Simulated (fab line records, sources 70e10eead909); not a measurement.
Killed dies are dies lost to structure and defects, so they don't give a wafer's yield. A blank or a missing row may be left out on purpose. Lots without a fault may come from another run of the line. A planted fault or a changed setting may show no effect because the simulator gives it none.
Which tool did it? | flow nand_harc | 23 lots, 69 wafers sampled, at 6 steps of a route of 1159

WHAT THE GAUGES READ, wafer by wafer
The record holds no reading of a measuring or inspecting step that can be judged against a usual standard deviation.

WHICH TOOL RAN EACH LOT (tool, then ch and the chambers of the sampled wafers, then the start)
lot  | NHARC_A_CHANNEL_FILL_D1_RTA_24   | NHARC_A_STAIRCASE_STRIP_171          | NHARC_A_STAIRCASE_TRIM_26                     | NHARC_A_STAIRCASE_TRIM_189                    | NHARC_A_STAIRCASE_ETCH_190                    | NHARC_A_STAIRCASE_TRIM_196
L074 | rtp_anneal-01 ch 0, day 10 22:02 | plasma_asher-01 ch 0,1, day 10 23:36 | rie_diel-02 ch 0,2, day 11 06:25 or earlier   | rie_diel-02 ch 0,2, day 11 06:25 or earlier   | rie_diel-02 ch 1,2, day 11 06:25 or earlier   | rie_diel-13 ch 2,3, day 11 06:25
L075 | rtp_anneal-02 ch 0, day 10 22:02 | plasma_asher-01 ch 0, day 10 23:53   | rie_diel-13 ch 2,3, day 11 06:39 or earlier   | rie_diel-01 ch 2,3, day 11 06:39 or earlier   | rie_diel-01 ch 1,2, day 11 06:39 or earlier   | rie_diel-02 ch 0,1, day 11 06:39
L076 | rtp_anneal-02 ch 0, day 11 07:07 | plasma_asher-01 ch 0,1, day 11 08:52 | rie_diel-02 ch 0,1,2, day 11 18:37 or earlier | rie_diel-02 ch 0,1,2, day 11 18:37 or earlier | rie_diel-02 ch 0,1,2, day 11 18:37 or earlier | rie_diel-13 ch 0,1,3, day 11 18:37
L077 | rtp_anneal-01 ch 0, day 11 07:08 | plasma_asher-02 ch 1, day 11 08:43   | rie_diel-13 ch 0,2,3, day 11 17:31 or earlier | rie_diel-13 ch 2,3, day 11 17:31 or earlier   | rie_diel-13 ch 2,3, day 11 17:31 or earlier   | rie_diel-02 ch 0,1, day 11 17:31
L078 | rtp_anneal-02 ch 0, day 11 19:34 | plasma_asher-02 ch 0,1, day 11 21:29 | rie_diel-01 ch 0,2,3, day 12 04:25 or earlier | rie_diel-01 ch 0,1,2, day 12 04:25 or earlier | rie_diel-01 ch 0,1,3, day 12 04:25 or earlier | rie_diel-02 ch 1,2, day 12 04:25
L080 | rtp_anneal-01 ch 0, day 11 19:37 | plasma_asher-01 ch 0,1, day 11 21:13 | rie_diel-02 ch 1,2,3, day 12 04:36 or earlier | rie_diel-13 ch 1,2, day 12 04:36 or earlier   | rie_diel-13 ch 1,2,3, day 12 04:36 or earlier | rie_diel-13 ch 0,1, day 12 04:36
L079 | rtp_anneal-02 ch 0, day 11 21:50 | plasma_asher-01 ch 0,1, day 11 23:25 | rie_diel-01 ch 0,2,3, day 12 06:23 or earlier | rie_diel-01 ch 0,1, day 12 06:23 or earlier   | rie_diel-01 ch 2,3, day 12 06:23 or earlier   | rie_diel-01 ch 1,2,3, day 12 06:23
L082 | rtp_anneal-02 ch 0, day 12 13:32 | plasma_asher-02 ch 0,1, day 12 15:28 | rie_diel-01 ch 1,2, day 12 23:29 or earlier   | rie_diel-02 ch 0,3, day 12 23:29 or earlier   | rie_diel-02 ch 0,2,3, day 12 23:29 or earlier | rie_diel-01 ch 2,3, day 12 23:29
L081 | rtp_anneal-01 ch 0, day 12 13:34 | plasma_asher-02 ch 0,1, day 12 15:42 | rie_diel-02 ch 0,3, day 13 00:44 or earlier   | rie_diel-13 ch 0,1,2, day 13 00:44 or earlier | rie_diel-13 ch 0,1, day 13 00:44 or earlier   | rie_diel-13 ch 1,2, day 13 00:44
L084 | rtp_anneal-01 ch 0, day 13 02:01 | plasma_asher-02 ch 0,1, day 13 03:41 | rie_diel-01 ch 1,2,3, day 13 10:19 or earlier | rie_diel-13 ch 0,1,2, day 13 10:19 or earlier | rie_diel-13 ch 0,2,3, day 13 10:19 or earlier | rie_diel-01 ch 0,2,3, day 13 10:19
L083 | rtp_anneal-02 ch 0, day 13 05:34 | plasma_asher-01 ch 0,1, day 13 07:28 | rie_diel-02 ch 0,2,3, day 13 14:02 or earlier | rie_diel-13 ch 1,2,3, day 13 14:02 or earlier | rie_diel-13 ch 1,2,3, day 13 14:02 or earlier | rie_diel-13 ch 1,2,3, day 13 14:02
L085 | rtp_anneal-01 ch 0, day 13 20:28 | plasma_asher-02 ch 0,1, day 13 21:58 | rie_diel-02 ch 1,2, day 14 06:11 or earlier   | rie_diel-02 ch 0,1,3, day 14 06:11 or earlier | rie_diel-02 ch 0,1, day 14 06:11 or earlier   | rie_diel-02 ch 0,1, day 14 06:11
L086 | rtp_anneal-01 ch 0, day 13 20:34 | plasma_asher-01 ch 0,1, day 13 22:32 | rie_diel-01 ch 0,1,3, day 14 06:56 or earlier | rie_diel-13 ch 0,1,3, day 14 06:56 or earlier | rie_diel-13 ch 0,1,3, day 14 06:56 or earlier | rie_diel-13 ch 0,2,3, day 14 06:56
L088 | rtp_anneal-02 ch 0, day 14 02:53 | plasma_asher-02 ch 0,1, day 14 04:34 | rie_diel-13 ch 0,1,3, day 14 11:05 or earlier | rie_diel-13 ch 0,1,3, day 14 11:05 or earlier | rie_diel-13 ch 1,2, day 14 11:05 or earlier   | rie_diel-02 ch 0,3, day 14 11:05
L091 | rtp_anneal-01 ch 0, day 14 15:46 | plasma_asher-01 ch 0,1, day 14 17:34 | rie_diel-01 ch 1,2, day 15 00:59 or earlier   | rie_diel-01 ch 1,2,3, day 15 00:59 or earlier | rie_diel-01 ch 0,3, day 15 00:59 or earlier   | rie_diel-13 ch 0,1,2, day 15 00:59
L087 | rtp_anneal-01 ch 0, day 14 19:08 | plasma_asher-02 ch 0, day 14 20:57   | rie_diel-13 ch 0,1,3, day 15 04:14 or earlier | rie_diel-13 ch 1,2,3, day 15 04:14 or earlier | rie_diel-13 ch 0,2, day 15 04:14 or earlier   | rie_diel-02 ch 0,1, day 15 04:14
L089 | rtp_anneal-01 ch 0, day 14 19:18 | plasma_asher-01 ch 0,1, day 14 21:10 | rie_diel-01 ch 0,1, day 15 05:22 or earlier   | rie_diel-01 ch 0,1, day 15 05:22 or earlier   | rie_diel-01 ch 0,3, day 15 05:22 or earlier   | rie_diel-01 ch 1,3, day 15 05:22
L093 | rtp_anneal-02 ch 0, day 15 02:41 | plasma_asher-02 ch 0,1, day 15 04:28 | rie_diel-13 ch 1,2, day 15 10:52 or earlier   | rie_diel-02 ch 1,3, day 15 10:52 or earlier   | rie_diel-02 ch 1,2,3, day 15 10:52 or earlier | rie_diel-01 ch 0,3, day 15 10:52
L092 | rtp_anneal-01 ch 0, day 15 16:05 | plasma_asher-01 ch 0,1, day 15 17:42 | rie_diel-01 ch 1,2, day 16 00:06 or earlier   | rie_diel-01 ch 1,2, day 16 00:06 or earlier   | rie_diel-01 ch 0,1,3, day 16 00:06 or earlier | rie_diel-13 ch 1,2,3, day 16 00:06
L095 | rtp_anneal-02 ch 0, day 16 08:37 | plasma_asher-01 ch 0,1, day 16 10:13 | rie_diel-02 ch 0,2,3, day 16 16:25 or earlier | rie_diel-02 ch 0,1,2, day 16 16:25 or earlier | rie_diel-02 ch 0,1,2, day 16 16:25 or earlier | rie_diel-02 ch 0,2,3, day 16 16:25
L096 | rtp_anneal-01 ch 0, day 16 08:39 | plasma_asher-01 ch 0,1, day 16 10:33 | rie_diel-13 ch 0,2,3, day 16 16:51 or earlier | rie_diel-01 ch 0,2,3, day 16 16:51 or earlier | rie_diel-01 ch 1,2,3, day 16 16:51 or earlier | rie_diel-01 ch 1,2,3, day 16 16:51
L094 | rtp_anneal-01 ch 0, day 16 12:46 | plasma_asher-01 ch 0,1, day 16 14:35 | rie_diel-13 ch 1,3, day 16 21:37 or earlier   | rie_diel-01 ch 0,2,3, day 16 21:37 or earlier | rie_diel-01 ch 1,2,3, day 16 21:37 or earlier | rie_diel-13 ch 0,1,3, day 16 21:37
L097 | rtp_anneal-02 ch 0, day 16 17:16 | plasma_asher-01 ch 0,1, day 16 19:40 | rie_diel-02 ch 1,3, day 17 02:47 or earlier   | rie_diel-02 ch 1,2,3, day 17 02:47 or earlier | rie_diel-02 ch 0,1,2, day 17 02:47 or earlier | rie_diel-01 ch 2,3, day 17 02:47
- NHARC_A_CHANNEL_FILL_D1_RTA_24: time 5 s.
- NHARC_A_STAIRCASE_STRIP_171: strips in O2.
- NHARC_A_STAIRCASE_TRIM_26: chemistry O2, time 211.2 s.
- NHARC_A_STAIRCASE_TRIM_189: chemistry O2, time 211.2 s.
- NHARC_A_STAIRCASE_ETCH_190: etches the open film in C4F8/O2, target depth 100 nm, time 40.5 s.
- NHARC_A_STAIRCASE_TRIM_196: chemistry O2, time 211.2 s.

WHAT THE TOOLS THEMSELVES READ (means of the sampled wafers that have a number; where no wafer has one, the mark that the record gives instead)
NHARC_A_CHANNEL_FILL_D1_RTA_24.
lot  | tool          | lamp_power_pct (%) | lamp_zone_1_pct (%) | wafer_temp_C_max
L074 | rtp_anneal-01 | 29.6               | 29.6                | 1006.9
L075 | rtp_anneal-02 | 33.8               | 33.9                | 1004.9
L076 | rtp_anneal-02 | 33.8               | 33.8                | 1004.0
L077 | rtp_anneal-01 | 29.6               | 29.6                | 1006.0
L078 | rtp_anneal-02 | 33.8               | 33.9                | 1004.5
L080 | rtp_anneal-01 | 29.6               | 29.7                | 1006.6
L079 | rtp_anneal-02 | 33.9               | 33.9                | 1003.8
L082 | rtp_anneal-02 | 33.8               | 33.8                | 1004.4
L081 | rtp_anneal-01 | 29.6               | 29.7                | 1007.8
L084 | rtp_anneal-01 | 29.6               | 29.6                | 1008.0
L083 | rtp_anneal-02 | 33.8               | 33.8                | 1005.7
L085 | rtp_anneal-01 | 29.7               | 29.6                | 1007.6
L086 | rtp_anneal-01 | 29.6               | 29.6                | 1007.8
L088 | rtp_anneal-02 | 33.8               | 33.9                | 1004.0
L091 | rtp_anneal-01 | 29.6               | 29.6                | 1007.4
L087 | rtp_anneal-01 | 29.6               | 29.6                | 1007.2
L089 | rtp_anneal-01 | 29.6               | 29.7                | 1008.0
L093 | rtp_anneal-02 | 33.8               | 33.8                | 1005.2
L092 | rtp_anneal-01 | 29.6               | 29.6                | 1007.0
L095 | rtp_anneal-02 | 33.8               | 33.9                | 1003.8
L096 | rtp_anneal-01 | 29.6               | 29.6                | 1008.8
L094 | rtp_anneal-01 | 29.6               | 29.6                | 1007.0
L097 | rtp_anneal-02 | 33.9               | 33.9                | 1004.0

NHARC_A_STAIRCASE_STRIP_171.
lot  | tool            | drypump_motor_current_A (A) | heater_power_w (W)
L074 | plasma_asher-01 | 5.9                         | 344
L075 | plasma_asher-01 | 6.8                         | 284
L076 | plasma_asher-01 | 6.3                         | 307
L077 | plasma_asher-02 | 5.6                         | 320
L078 | plasma_asher-02 | 5.9                         | 332
L080 | plasma_asher-01 | 5.9                         | 335
L079 | plasma_asher-01 | 6.3                         | 307
L082 | plasma_asher-02 | 6.2                         | 335
L081 | plasma_asher-02 | 5.9                         | 330
L084 | plasma_asher-02 | 5.9                         | 330
L083 | plasma_asher-01 | 6.3                         | 331
L085 | plasma_asher-02 | 6.2                         | 334
L086 | plasma_asher-01 | 6.4                         | 327
L088 | plasma_asher-02 | 6.2                         | 332
L091 | plasma_asher-01 | 6.3                         | 318
L087 | plasma_asher-02 | 6.5                         | 342
L089 | plasma_asher-01 | 5.9                         | 343
L093 | plasma_asher-02 | 6.2                         | 334
L092 | plasma_asher-01 | 6.4                         | 326
L095 | plasma_asher-01 | 6.3                         | 323
L096 | plasma_asher-01 | 6.3                         | 322
L094 | plasma_asher-01 | 5.9                         | 349
L097 | plasma_asher-01 | 6.4                         | 329

NHARC_A_STAIRCASE_TRIM_26.
lot  | tool        | drypump_motor_current_A (A) | oes_product_au (a.u.) | rf_vpp_V (V) | showerhead_plenum_p_Torr (Torr) | throttle_valve_pct (%)
L074 | rie_diel-02 | 5.4                         | 1.001                 | 58.1         | 3.52                            | 17.045
L075 | rie_diel-13 | 5.6                         | 1.001                 | 58.2         | 3.34                            | 17.041
L076 | rie_diel-02 | 5.5                         | 0.995                 | 57.6         | 3.43                            | 17.033
L077 | rie_diel-13 | 5.5                         | 0.995                 | 57.0         | 3.42                            | 17.034
L078 | rie_diel-01 | 5.8                         | 1.005                 | 56.4         | 3.52                            | 17.029
L080 | rie_diel-02 | 5.8                         | 0.997                 | 57.9         | 3.47                            | 17.036
L079 | rie_diel-01 | 5.7                         | 1.001                 | 58.0         | 3.52                            | 17.035
L082 | rie_diel-01 | 6.1                         | 1.003                 | 57.3         | 3.55                            | 17.035
L081 | rie_diel-02 | 5.9                         | 0.996                 | 58.4         | 3.67                            | 17.026
L084 | rie_diel-01 | 5.9                         | 0.995                 | 58.8         | 3.52                            | 17.044
L083 | rie_diel-02 | 5.8                         | 1.004                 | 57.3         | 3.55                            | 17.042
L085 | rie_diel-02 | 5.5                         | 1.005                 | 57.3         | 3.33                            | 17.047
L086 | rie_diel-01 | 5.6                         | 1.007                 | 57.9         | 3.43                            | 17.046
L088 | rie_diel-13 | 5.7                         | 1.000                 | 57.8         | 3.44                            | 17.035
L091 | rie_diel-01 | 6.1                         | 1.004                 | 57.1         | 3.54                            | 17.042
L087 | rie_diel-13 | 5.7                         | 1.006                 | 57.8         | 3.43                            | 17.036
L089 | rie_diel-01 | 5.7                         | 1.011                 | 56.4         | 3.36                            | 17.038
L093 | rie_diel-13 | 5.9                         | 1.017                 | 57.8         | 3.64                            | 17.035
L092 | rie_diel-01 | 6.0                         | 1.006                 | 57.5         | 3.45                            | 17.040
L095 | rie_diel-02 | 5.8                         | 0.997                 | 57.7         | 3.54                            | 17.030
L096 | rie_diel-13 | 5.5                         | 1.001                 | 57.7         | 3.58                            | 17.034
L094 | rie_diel-13 | 5.8                         | 1.000                 | 56.6         | 3.41                            | 17.032
L097 | rie_diel-02 | 5.7                         | 1.004                 | 57.7         | 3.43                            | 17.034

NHARC_A_STAIRCASE_TRIM_189.
lot  | tool        | drypump_motor_current_A (A) | oes_product_au (a.u.) | rf_vpp_V (V) | showerhead_plenum_p_Torr (Torr) | throttle_valve_pct (%)
L074 | rie_diel-02 | 5.6                         | 1.008                 | 58.0         | 3.44                            | 17.036
L075 | rie_diel-01 | 6.0                         | 0.998                 | 57.8         | 3.62                            | 17.038
L076 | rie_diel-02 | 5.5                         | 0.994                 | 57.0         | 3.43                            | 17.037
L077 | rie_diel-13 | 5.5                         | 0.996                 | 57.3         | 3.40                            | 17.029
L078 | rie_diel-01 | 5.8                         | 1.000                 | 58.2         | 3.46                            | 17.047
L080 | rie_diel-13 | 6.1                         | 1.011                 | 56.6         | 3.33                            | 17.030
L079 | rie_diel-01 | 5.7                         | 1.012                 | 57.7         | 3.37                            | 17.040
L082 | rie_diel-02 | 5.9                         | 0.999                 | 58.6         | 3.67                            | 17.035
L081 | rie_diel-13 | 5.8                         | 1.004                 | 57.0         | 3.56                            | 17.035
L084 | rie_diel-13 | 5.8                         | 1.017                 | 58.3         | 3.56                            | 17.026
L083 | rie_diel-13 | 5.8                         | 1.004                 | 57.9         | 3.54                            | 17.036
L085 | rie_diel-02 | 5.6                         | 1.007                 | 58.1         | 3.53                            | 17.042
L086 | rie_diel-13 | 5.7                         | 1.005                 | 58.2         | 3.44                            | 17.037
L088 | rie_diel-13 | 5.7                         | 1.012                 | 58.3         | 3.44                            | 17.028
L091 | rie_diel-01 | 5.9                         | 1.007                 | 57.0         | 3.52                            | 17.040
L087 | rie_diel-13 | 5.8                         | 1.005                 | 57.5         | 3.53                            | 17.028
L089 | rie_diel-01 | 5.7                         | 1.004                 | 57.3         | 3.36                            | 17.044
L093 | rie_diel-02 | 6.0                         | 1.002                 | 57.5         | 3.57                            | 17.044
L092 | rie_diel-01 | 6.2                         | 1.016                 | 56.8         | 3.54                            | 17.041
L095 | rie_diel-02 | 5.5                         | 1.005                 | 57.3         | 3.41                            | 17.030
L096 | rie_diel-01 | 5.8                         | 1.005                 | 57.7         | 3.50                            | 17.031
L094 | rie_diel-01 | 5.8                         | 1.004                 | 58.2         | 3.50                            | 17.035
L097 | rie_diel-02 | 5.8                         | 1.003                 | 57.8         | 3.45                            | 17.030

NHARC_A_STAIRCASE_ETCH_190.
lot  | tool        | oes_product_au (a.u.) | rf_fwd_power_W (W) | rf_vpp_V (V)
L074 | rie_diel-02 | 0.935                 | 593.5              | 890
L075 | rie_diel-01 | 0.940                 | 594.0              | 896
L076 | rie_diel-02 | 0.940                 | 594.0              | 892
L077 | rie_diel-13 | 0.915                 | 588.7              | 891
L078 | rie_diel-01 | 0.950                 | 590.8              | 893
L080 | rie_diel-13 | 0.953                 | 590.2              | 890
L079 | rie_diel-01 | 0.941                 | 594.5              | 898
L082 | rie_diel-02 | 0.933                 | 593.9              | 897
L081 | rie_diel-13 | 0.947                 | 591.7              | 893
L084 | rie_diel-13 | 0.956                 | 590.1              | 899
L083 | rie_diel-13 | 0.943                 | 589.6              | 896
L085 | rie_diel-02 | 0.934                 | 590.8              | 895
L086 | rie_diel-13 | 0.943                 | 592.0              | 893
L088 | rie_diel-13 | 0.967                 | 593.1              | 900
L091 | rie_diel-01 | 0.929                 | 593.2              | 894
L087 | rie_diel-13 | 0.957                 | 594.0              | 900
L089 | rie_diel-01 | 0.955                 | 593.5              | 894
L093 | rie_diel-02 | 0.951                 | 593.9              | 893
L092 | rie_diel-01 | 0.963                 | 592.3              | 893
L095 | rie_diel-02 | 0.947                 | 592.7              | 892
L096 | rie_diel-01 | 0.958                 | 592.2              | 895
L094 | rie_diel-01 | 0.948                 | 593.5              | 894
L097 | rie_diel-02 | 0.938                 | 591.6              | 891

NHARC_A_STAIRCASE_TRIM_196.
lot  | tool        | drypump_motor_current_A (A) | oes_product_au (a.u.) | rf_vpp_V (V) | showerhead_plenum_p_Torr (Torr) | throttle_valve_pct (%)
L074 | rie_diel-13 | 5.5                         | 0.992                 | 57.1         | 3.40                            | 17.032
L075 | rie_diel-02 | 5.3                         | 1.005                 | 58.0         | 3.50                            | 17.036
L076 | rie_diel-13 | 5.7                         | 1.001                 | 57.7         | 3.45                            | 17.038
L077 | rie_diel-02 | 5.3                         | 0.997                 | 57.4         | 3.41                            | 17.043
L078 | rie_diel-02 | 5.5                         | 1.000                 | 57.6         | 3.34                            | 17.047
L080 | rie_diel-13 | 5.8                         | 1.002                 | 57.1         | 3.47                            | 17.039
L079 | rie_diel-01 | 5.9                         | 1.007                 | 57.6         | 3.52                            | 17.035
L082 | rie_diel-01 | 6.0                         | 1.003                 | 57.8         | 3.61                            | 17.025
L081 | rie_diel-13 | 5.9                         | 1.013                 | 58.1         | 3.66                            | 17.032
L084 | rie_diel-01 | 5.7                         | 1.013                 | 57.3         | 3.51                            | 17.039
L083 | rie_diel-13 | 5.8                         | 1.009                 | 57.9         | 3.54                            | 17.034
L085 | rie_diel-02 | 5.4                         | 1.000                 | 58.3         | 3.40                            | 17.036
L086 | rie_diel-13 | 5.5                         | 1.012                 | 58.4         | 3.59                            | 17.037
L088 | rie_diel-02 | 6.0                         | 1.004                 | 58.6         | 3.67                            | 17.045
L091 | rie_diel-13 | 5.8                         | 1.012                 | 57.5         | 3.54                            | 17.038
L087 | rie_diel-02 | 5.3                         | 1.010                 | 57.8         | 3.48                            | 17.040
L089 | rie_diel-01 | 5.7                         | 1.014                 | 57.0         | 3.43                            | 17.033
L093 | rie_diel-01 | 5.4                         | 1.008                 | 58.2         | 3.41                            | 17.035
L092 | rie_diel-13 | 5.8                         | 1.003                 | 57.0         | 3.53                            | 17.023
L095 | rie_diel-02 | 5.8                         | 0.999                 | 58.4         | 3.54                            | 17.039
L096 | rie_diel-01 | 5.9                         | 1.010                 | 57.3         | 3.51                            | 17.036
L094 | rie_diel-13 | 5.7                         | 0.999                 | 57.3         | 3.43                            | 17.039
L097 | rie_diel-01 | 5.8                         | 1.005                 | 57.7         | 3.56                            | 17.033

THE ANSWER, worked out from the rows above alone
Rule: what is usual is taken from the lots themselves. Put in order of their means at a reading, lots are off if they are a third of the lots or fewer, leave a main group of 4 or more, and stand apart from it by a gap of 3 or more times the standard deviation of the main group's means; of several such gaps the widest counts. A main group whose means are all the same, to the digits that the tables above print for the reading, isn't used. A lot without any number at a reading at which 4 lots or more have one is off too. The other lots that the step has rows for count as sound. The gauges are gone through in route order, then the tools' own readings, and for those a lot's mean is taken as printed above. The first step at which some lot is off is used, and at that step the reading that is off furthest; a lot without a number counts as furthest.
No lot is off at any reading shown: from this, nothing can be told.

WHAT THE SIMULATOR HAD PUT IN
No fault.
